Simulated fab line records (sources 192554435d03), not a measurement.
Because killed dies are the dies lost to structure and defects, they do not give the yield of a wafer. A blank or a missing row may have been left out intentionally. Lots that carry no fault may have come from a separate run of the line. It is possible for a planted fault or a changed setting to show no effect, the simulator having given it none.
Matching of chambers :: flow n5Finfet :: rieDiel-02 running N5_BEOL_M9_STRIP_19: 4 sister chambers
The step strips in O2. 18 wafers are shown with their chamber, then 9 later ones without.

WAFERS, EACH WITH ITS CHAMBER
wafer: L080.2
chamber: 3
drypumpMotorCurrentA (A): 5.6
showerheadPlenumPTorr (Torr): 2.04
throttleValvePct (%): 16.36

wafer: L080.5
chamber: 3
drypumpMotorCurrentA (A): 5.6
showerheadPlenumPTorr (Torr): 2.04
throttleValvePct (%): 16.35

wafer: L080.6
chamber: 2
drypumpMotorCurrentA (A): 6.0
showerheadPlenumPTorr (Torr): 2.10
throttleValvePct (%): 16.75

wafer: L077.1
chamber: 2
drypumpMotorCurrentA (A): 6.1
showerheadPlenumPTorr (Torr): 2.10
throttleValvePct (%): 16.76

wafer: L077.4
chamber: 1
drypumpMotorCurrentA (A): 5.6
showerheadPlenumPTorr (Torr): 2.03
throttleValvePct (%): 16.68

wafer: L077.5
chamber: 1
drypumpMotorCurrentA (A): 5.6
showerheadPlenumPTorr (Torr): 2.03
throttleValvePct (%): 16.67

wafer: L084.1
chamber: 0
drypumpMotorCurrentA (A): 5.1
showerheadPlenumPTorr (Torr): 2.16
throttleValvePct (%): 17.05

wafer: L084.5
chamber: 1
drypumpMotorCurrentA (A): 5.6
showerheadPlenumPTorr (Torr): 2.02
throttleValvePct (%): 16.68

wafer: L084.6
chamber: 2
drypumpMotorCurrentA (A): 6.0
showerheadPlenumPTorr (Torr): 2.09
throttleValvePct (%): 16.77

wafer: L083.1
chamber: 3
drypumpMotorCurrentA (A): 5.6
showerheadPlenumPTorr (Torr): 2.03
throttleValvePct (%): 16.39

wafer: L083.4
chamber: 2
drypumpMotorCurrentA (A): 6.0
showerheadPlenumPTorr (Torr): 2.09
throttleValvePct (%): 16.79

wafer: L083.5
chamber: 3
drypumpMotorCurrentA (A): 5.7
showerheadPlenumPTorr (Torr): 2.03
throttleValvePct (%): 16.38

wafer: L088.2
chamber: 0
drypumpMotorCurrentA (A): 5.1
showerheadPlenumPTorr (Torr): 2.16
throttleValvePct (%): 17.05

wafer: L088.3
chamber: 3
drypumpMotorCurrentA (A): 5.6
showerheadPlenumPTorr (Torr): 2.03
throttleValvePct (%): 16.40

wafer: L088.5
chamber: 2
drypumpMotorCurrentA (A): 6.0
showerheadPlenumPTorr (Torr): 2.09
throttleValvePct (%): 16.79

wafer: L089.1
chamber: 0
drypumpMotorCurrentA (A): 5.1
showerheadPlenumPTorr (Torr): 2.16
throttleValvePct (%): 17.06

wafer: L089.3
chamber: 1
drypumpMotorCurrentA (A): 5.6
showerheadPlenumPTorr (Torr): 2.02
throttleValvePct (%): 16.73

wafer: L089.4
chamber: 2
drypumpMotorCurrentA (A): 6.1
showerheadPlenumPTorr (Torr): 2.09
throttleValvePct (%): 16.81

SIGNATURES (averages over the wafers above)
reading: drypumpMotorCurrentA
chamber 0: 5.100
chamber 1: 5.600
chamber 2: 6.033
chamber 3: 5.620
scatter within a chamber: 0.039

reading: showerheadPlenumPTorr
chamber 0: 2.1600
chamber 1: 2.0250
chamber 2: 2.0933
chamber 3: 2.0340
scatter within a chamber: 0.00502

reading: throttleValvePct
chamber 0: 17.0533
chamber 1: 16.6900
chamber 2: 16.7783
chamber 3: 16.3760
scatter within a chamber: 0.0215
Rule: a wafer lies at a distance from a chamber equal to the root of the sum of squares, over the readings, of (its reading less the chamber's mean, divided by the reading's scatter). The wafer belongs to the nearest chamber; if the next one is less than 2 further off, it can't be placed. How the scatter is found: for the shown wafers, subtract from each reading the mean of its chamber, square and add these, divide the total by (wafers less chambers), then take the root.

WAFERS WHOSE CHAMBER IS MISSING
wafer: L091.1
drypumpMotorCurrentA (A): 6.0
showerheadPlenumPTorr (Torr): 2.09
throttleValvePct (%): 16.81

wafer: L091.2
drypumpMotorCurrentA (A): 5.1
showerheadPlenumPTorr (Torr): 2.15
throttleValvePct (%): 17.06

wafer: L091.4
drypumpMotorCurrentA (A): 5.6
showerheadPlenumPTorr (Torr): 2.03
throttleValvePct (%): 16.41

wafer: L090.4
drypumpMotorCurrentA (A): 5.6
showerheadPlenumPTorr (Torr): 2.02
throttleValvePct (%): 16.72

wafer: L090.5
drypumpMotorCurrentA (A): 5.1
showerheadPlenumPTorr (Torr): 2.15
throttleValvePct (%): 17.08

wafer: L090.6
drypumpMotorCurrentA (A): 5.6
showerheadPlenumPTorr (Torr): 2.03
throttleValvePct (%): 16.42

wafer: L094.1
drypumpMotorCurrentA (A): 6.0
showerheadPlenumPTorr (Torr): 2.09
throttleValvePct (%): 16.80

wafer: L094.2
drypumpMotorCurrentA (A): 5.1
showerheadPlenumPTorr (Torr): 2.15
throttleValvePct (%): 17.09

wafer: L094.3
drypumpMotorCurrentA (A): 5.6
showerheadPlenumPTorr (Torr): 2.03
throttleValvePct (%): 16.42

THE CHAMBER EACH PASSED THROUGH
wafer: L091.1
from the rows above: 2
in truth: 2

wafer: L091.2
from the rows above: 0
in truth: 0

wafer: L091.4
from the rows above: 3
in truth: 3

wafer: L090.4
from the rows above: 1
in truth: 1

wafer: L090.5
from the rows above: 0
in truth: 0

wafer: L090.6
from the rows above: 3
in truth: 3

wafer: L094.1
from the rows above: 2
in truth: 2

wafer: L094.2
from the rows above: 0
in truth: 0

wafer: L094.3
from the rows above: 3
in truth: 3
Correctly placed: 9 of 9. Can't be placed from these rows: 0. Number placed wrongly: 0.
